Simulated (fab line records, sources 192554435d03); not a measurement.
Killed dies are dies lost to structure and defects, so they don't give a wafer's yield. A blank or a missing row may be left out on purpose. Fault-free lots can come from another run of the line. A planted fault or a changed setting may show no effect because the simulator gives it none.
fab line records	flow n5_finfet	part 2 of 2: steps 4 to 6 of 6
record: lots: 20	wafers: 60	last_day: 17
route steps=1938 shown BEOL_M7@1263
lots that met no fault: taken from a fault-free run of the same line
start_h: hours from the record's opening day to when the first of the lot's shown wafers began	wait_h: hours since the lot's step before	" same as the row above	L1.1+2: a single row standing in for several wafers	- value missing, or start not given	* or withheld: withheld	< > ~ a bound
route shown NAME@n: names a module that has steps shown in the file, with the first one's number in the route	usual: average and standard deviation across the fault-free wafers	same: alike in all rows	chamber/n: place in a boat	sites: the reading at each site	_std_site: the standard deviation of these	_edge_site: outer sites' mean less inner sites'	radius_mm: how far each site lies from the wafer's centre	mask NAME#n: copy n	behind: tool/chamber where the wafer was last shaped	hold: why the lot was held/for how many hours/how that ended	device: the transistor (n, p or np) that didn't switch	end of line: the route-end tests of the same wafers	for a step that has no rows: nothing shown but its recipe	killed: count of dies lost to structure and defects at first sort (not the wafer's yield)	map: per-die view of a wafer (x killed, . not killed, _ where there is no die)
set.NAME: the setting the step ran with; set.NAME@STEP: the setting that earlier step ran with	model.NAME: the simulator's own value behind a step, which no gauge read
one table for each step of the route and one row for each wafer, over a sample of lots
services: a tool's chamber out of use, with start hour (start_h, from the record's first day; less than 0 if before it), hours out, and reason
== steps ==
step: N5_BEOL_M7_ETCH_66
recipe: chemistry: N2/H2	target: SOC	target_depth_a: 800	overetch_a: 160	mask_material: SiARC	temp_c: 40	time_s: 120	ion_energy_ev: 200	pressure_mtorr: 30	source_w: 840	bias_w: 150	n2_flow_sccm: 200	h2_flow_sccm: 200
usual: drypump_motor_current_A: 5.9/0.35	oes_product_au: 0.59/0.053	rf_fwd_power_W: 836.0/2.8	rf_vpp_V: 522.4/3	showerhead_plenum_p_Torr: 2.49/0.11	throttle_valve_pct: 17.8/0.31
lot.wafer	tool	chamber	start_h	wait_h	drypump_motor_current_A	oes_product_au	rf_fwd_power_W	rf_hours_counter_h	rf_vpp_V	showerhead_plenum_p_Torr	throttle_valve_pct
L074.2	rie_diel-02	1	203.25	0.0	6.0	0.53	837.8	205	520.1	2.38	17.7
L074.5	"	3	"	"	6.2	0.63	833.8	-	520.4	2.45	17.5
L074.6	"	0	"	"	5.3	0.57	834.5	-	522.7	2.52	17.7
L075.2	rie_diel-05	2	224.60	0.0	6.0	0.57	834.8	147	518.3	2.35	17.6
L075.5	"	1	"	"	5.4	0.54	834.4	-	520.5	2.41	18.4
L075.6	"	0	"	"	5.5	0.66	840.1	-	522.8	2.46	17.4
L077.1	rie_diel-06	1	225.01	0.0	5.8	0.54	833.6	227	518.7	2.40	18.1
L077.4	"	3	"	"	6.4	0.70	837.7	23	522.0	2.50	17.3
L077.5	"	0	"	"	6.3	0.67	829.9	-	524.1	2.58	17.8
L078.1	rie_diel-02	1	225.01	0.0	6.0	0.53	835.8	211	521.3	2.38	17.7
L078.2	"	0	"	"	5.3	0.57	834.0	167	523.3	2.51	17.7
L078.3	"	3	"	"	6.2	0.63	841.5	87	522.4	2.44	17.5
L080.2	rie_diel-06	0	232.83	0.0	6.3	0.66	829.9	61	525.7	2.58	17.8
L080.4	"	1	"	"	5.7	0.54	838.5	230	520.8	2.40	18.1
L080.5	"	0	"	"	6.3	0.66	828.0	-	524.7	2.57	17.8
L079.2	rie_diel-05	0	235.50	0.0	5.5	0.65	835.0	74	521.6	2.46	17.4
L079.4	"	2	"	"	6.0	0.58	837.4	150	516.9	2.34	17.6
L079.6	"	1	"	"	5.5	0.53	835.4	-	521.2	2.41	18.4
L082.1	rie_diel-05	1	243.30	0.0	5.4	0.53	836.9	223	519.0	2.41	18.3
L082.4	"	3	"	"	6.0	0.58	838.4	167	527.5	2.64	18.2
L082.5	"	0	"	"	5.5	0.65	840.1	-	521.8	2.46	17.3
L083.1	rie_diel-05	1	250.82	0.0	5.5	0.52	837.4	225	520.2	2.40	18.4
L083.4	"	0	"	"	5.5	0.65	836.1	78	522.1	2.46	17.3
L083.5	"	3	"	"	5.9	0.58	834.9	-	525.7	2.64	18.2
L084.1	rie_diel-02	1	253.14	0.0	6.0	0.52	834.2	221	519.2	2.37	17.7
L084.2	"	0	"	"	5.2	0.56	836.9	177	523.9	2.51	17.7
L084.5	"	0	"	"	5.2	0.56	837.4	-	522.3	2.51	17.7
L085.3	rie_diel-05	3	272.64	0.0	6.0	0.58	834.3	179	526.3	2.64	18.2
L085.4	"	3	"	"	6.0	0.58	832.0	-	526.5	2.64	18.2
L085.5	"	1	"	"	5.5	0.52	834.2	-	519.5	2.40	18.4
L086.3	rie_diel-06	0	285.14	0.0	6.3	0.65	828.0	80	524.1	2.57	17.8
L086.4	"	1	"	"	5.7	0.53	837.4	249	520.3	2.39	18.1
L086.6	"	0	"	"	6.3	0.65	829.8	-	526.4	2.57	17.8
L087.1	rie_diel-05	0	285.87	0.0	5.5	0.65	841.6	83	521.7	2.46	17.4
L087.4	"	1	"	"	5.5	0.52	836.4	238	520.1	2.40	18.4
L087.6	"	1	"	"	5.5	0.52	836.9	-	520.5	2.40	18.4
L088.1	rie_diel-06	2	292.16	0.0	5.6	0.55	837.2	183	526.4	2.65	17.9
L088.4	"	3	"	"	6.4	0.67	836.2	-	521.0	2.49	17.4
L088.5	"	0	"	"	6.3	0.65	832.4	-	524.4	2.57	17.8
L089.2	rie_diel-05	2	292.57	0.0	6.0	0.55	838.4	169	518.1	2.34	17.6
L089.4	"	1	"	"	5.5	0.52	834.6	241	520.7	2.40	18.4
L089.6	"	1	"	"	5.5	0.53	836.5	-	520.0	2.40	18.4
L090.2	rie_diel-02	3	292.77	0.0	6.2	0.61	840.0	109	522.3	2.44	17.6
L090.3	"	3	"	"	6.2	0.61	838.3	-	521.4	2.44	17.6
L090.6	"	3	"	"	6.2	0.61	840.5	-	520.5	2.44	17.6
L091.1	rie_diel-02	3	297.10	0.0	6.2	0.60	835.7	111	523.7	2.43	17.6
L091.3	"	0	"	"	5.3	0.56	837.4	186	524.1	2.51	17.7
L091.6	"	1	"	"	6.0	0.51	839.6	-	520.3	2.37	17.8
L092.2	rie_diel-06	2	297.51	0.0	5.6	0.56	835.0	185	525.1	2.65	17.9
L092.4	"	3	"	"	6.5	0.66	838.0	-	521.7	2.49	17.4
L092.5	"	0	"	"	6.3	0.64	833.2	-	525.8	2.56	17.9
L093.2	rie_diel-02	3	317.15	0.0	6.2	0.60	837.6	120	522.9	2.43	17.6
L093.3	"	2	"	"	5.7	0.63	835.8	83	527.2	2.70	18.0
L093.5	"	0	"	"	5.2	0.55	833.4	-	522.6	2.50	17.7
L096.2	rie_diel-02	3	326.33	0.0	6.2	0.60	840.9	122	521.3	2.43	17.6
L096.3	"	2	"	"	5.7	0.63	834.2	85	527.8	2.69	18.0
L096.5	"	3	"	"	6.2	0.59	839.8	-	521.5	2.43	17.6
L094.1	rie_diel-06	3	326.86	0.0	6.5	0.65	833.9	60	523.0	2.48	17.4
L094.4	"	0	"	"	6.3	0.63	834.7	96	524.8	2.56	17.9
L094.5	"	1	"	"	5.8	0.73	841.3	-	528.9	2.71	17.6
step: N5_BEOL_M7_ALD_77
recipe: material: TaN	target_thk_a: 20	temp_c: 275	ald_precursor_family: PDMAT	ald_co_reactant: NH3	pressure_torr: 3	carrier_flow_sccm: 1500	pulse_time_s: 2	purge_time_s: 3	co_reactant_purge_time_s: 2	co_reactant_pulse_time_s: 3	ald_cycles: 40	precursor_vessel_temp_c: 75	precursor_vessel_pressure_torr: 26.25	precursor_vessel_carrier_sccm: 1000
usual: chamber_pressure_Torr: 3.000/0.0062	heater_power_w: 415/52
same: pulse_time_s: 2
lot.wafer	tool	chamber	start_h	wait_h	chamber_pressure_Torr	heater_power_w
L074.2	ald_metal-01	3	204.44	0.1	2.997	382
L074.5	"	1	"	"	2.998	335
L074.6	"	3	"	"	2.999	383
L075.2	ald_metal-01	1	225.63	0.1	3.006	343
L075.5	"	1	"	"	3.002	337
L075.6	"	2	"	"	3.001	430
L078.1	ald_metal-01	2	226.27	0.0	3.005	420
L078.2	"	0	"	"	2.996	489
L078.3	"	3	"	"	2.994	388
L077.1	ald_metal-01	1	226.77	0.2	2.990	350
L077.4	"	3	"	"	3.017	381
L077.5	"	1	"	"	2.995	345
L080.2	ald_metal-03	2	234.51	0.0	3.005	396
L080.4	"	3	"	"	2.999	506
L080.5	"	0	"	"	3.005	396
L079.2	ald_metal-03	3	237.51	0.2	3.000	509
L079.4	"	0	"	"	2.997	403
L079.6	"	1	"	"	3.006	419
L082.1	ald_metal-01	3	244.35	0.0	3.007	390
L082.4	"	2	"	"	3.009	424
L082.5	"	0	"	"	3.006	476
L083.1	ald_metal-01	2	252.36	0.0	2.998	414
L083.4	"	1	"	"	2.999	339
L083.5	"	3	"	"	3.000	379
L084.1	ald_metal-01	3	255.23	0.1	3.006	382
L084.2	"	2	"	"	2.992	410
L084.5	"	3	"	"	3.003	382
L085.3	ald_metal-01	1	273.63	0.1	3.000	335
L085.4	"	2	"	"	2.997	414
L085.5	"	1	"	"	3.002	344
L086.3	ald_metal-01	3	286.23	0.1	2.999	384
L086.4	"	0	"	"	3.003	478
L086.6	"	0	"	"	2.990	465
L087.1	ald_metal-02	2	287.14	0.0	2.990	347
L087.4	"	0	"	"	3.002	412
L087.6	"	2	"	"	2.998	327
L088.1	ald_metal-01	0	293.38	0.1	3.000	470
L088.4	"	2	"	"	2.998	417
L088.5	"	1	"	"	3.002	343
L089.2	ald_metal-01	2	293.64	0.1	2.998	431
L089.4	"	1	"	"	2.992	347
L089.6	"	2	"	"	2.995	418
L090.2	ald_metal-03	3	294.38	0.0	2.995	491
L090.3	"	1	"	"	2.999	424
L090.6	"	2	"	"	2.999	400
L091.1	ald_metal-03	2	298.75	0.2	2.996	390
L091.3	"	3	"	"	2.992	499
L091.6	"	1	"	"	2.991	414
L092.2	ald_metal-02	2	299.01	0.1	2.996	349
L092.4	"	0	"	"	3.002	413
L092.5	"	3	"	"	2.999	511
L093.2	ald_metal-03	0	319.08	0.1	3.014	401
L093.3	"	3	"	"	3.003	504
L093.5	"	2	"	"	3.002	400
L096.2	ald_metal-02	2	327.49	0.1	2.990	335
L096.3	"	3	"	"	2.986	520
L096.5	"	1	"	"	3.004	366
L094.1	ald_metal-03	1	327.86	0.1	2.996	425
L094.4	"	3	"	"	3.003	508
L094.5	"	1	"	"	3.001	410
step: N5_BEOL_M7_RS_MEAS_57
recipe: thk_meas_gauge: four-point-probe	reads: Cu_of_BEOL_M7_ECD_50+Co_of_BEOL_M7_CVD_78+TaN_of_BEOL_M7_ALD_77
usual: M7_RS: 0.285/0.014
lot.wafer	tool	chamber	start_h	wait_h	M7_RS[ohm/sq]
L074.2	film_metro-01	-	206.05	0.1	0.280
L074.5	"	-	"	"	0.286
L074.6	"	-	"	"	0.292
L075.2	film_metro-02	-	227.33	0.1	0.299
L075.5	"	-	"	"	0.266
L075.6	"	-	"	"	0.278
L078.1	film_metro-01	-	228.36	0.1	0.271
L078.2	"	-	"	"	0.285
L078.3	"	-	"	"	0.276
L077.1	film_metro-02	-	228.61	0.1	0.282
L077.4	"	-	"	"	0.277
L077.5	"	-	"	"	0.295
L080.2	film_metro-02	-	235.97	0.1	0.303
L080.4	"	-	"	"	0.290
L080.5	"	-	"	"	0.304
L079.2	film_metro-02	-	239.01	0.1	0.264
L079.4	"	-	"	"	0.294
L079.6	"	-	"	"	0.271
L082.1	film_metro-01	-	246.90	0.1	0.261
L082.4	"	-	"	"	0.297
L082.5	"	-	"	"	0.262
L083.1	film_metro-01	-	254.56	0.1	0.266
L083.4	"	-	"	"	0.281
L083.5	"	-	"	"	0.303
L084.1	film_metro-01	-	256.70	0.1	0.287
L084.2	"	-	"	"	0.287
L084.5	"	-	"	"	0.297
L085.3	film_metro-01	-	277.89	0.1	0.313
L085.4	"	-	"	"	0.305
L085.5	"	-	"	"	0.269
L086.3	film_metro-01	-	287.79	0.1	0.304
L086.4	"	-	"	"	0.297
L086.6	"	-	"	"	0.290
L087.1	film_metro-01	-	289.10	0.1	0.264
L087.4	"	-	"	"	0.273
L087.6	"	-	"	"	0.272
L088.1	film_metro-01	-	294.82	0.1	0.287
L088.4	"	-	"	"	0.281
L088.5	"	-	"	"	0.296
L089.2	film_metro-01	-	295.23	0.1	0.287
L089.4	"	-	"	"	0.269
L089.6	"	-	"	"	0.270
L090.2	film_metro-01	-	295.99	0.1	0.274
L090.3	"	-	"	"	0.271
L090.6	"	-	"	"	0.272
L091.1	film_metro-01	-	300.30	0.1	0.268
L091.3	"	-	"	"	0.285
L091.6	"	-	"	"	0.295
L092.2	film_metro-01	-	300.74	0.1	0.291
L092.4	"	-	"	"	0.282
L092.5	"	-	"	"	0.309
L093.2	film_metro-02	-	320.56	0.1	0.282
L093.3	"	-	"	"	0.286
L093.5	"	-	"	"	0.286
L096.2	film_metro-01	-	329.11	0.1	0.277
L096.3	"	-	"	"	0.286
L096.5	"	-	"	"	0.277
L094.1	film_metro-01	-	330.97	0.1	0.272
L094.4	"	-	"	"	0.308
L094.5	"	-	"	"	0.282
== services ==
tool	chamber	start_h	hours	kind
ald_metal-03	-	175.90	0.4	repair
rie_diel-02	3	192.97	4.2	repair
ald_metal-01	2	199.65	24.1	repair
pecvd-04	-	205.06	9.1	repair
ald_metal-03	2	218.92	10.8	repair
pecvd-02	1	221.97	20.4	repair
rie_diel-02	2	230.43	75.0	repair
rie_diel-02	-	257.21	15.6	pm
rie_diel-05	0	261.54	19.9	repair
pecvd-03	0	262.05	7.4	repair
rie_diel-06	2	264.89	6.7	repair
pecvd-03	2	266.43	2.0	repair
rie_diel-02	0	278.05	4.4	repair
ald_metal-03	0	286.75	26.8	repair
rie_diel-05	-	298.29	4.3	pm
pecvd-04	-	303.32	1.0	repair
rie_diel-06	2	307.35	1.8	repair
rie_diel-06	2	309.34	9.4	repair
ald_metal-01	-	318.51	9.4	repair
pecvd-04	-	319.57	2.8	pm
ald_metal-03	0	320.35	28.1	repair
rie_diel-05	1	325.31	-	clean
rie_diel-05	1	325.31	-	consumable_replace:focus_ring
rie_diel-05	1	325.31	-	consumable_replace:showerhead
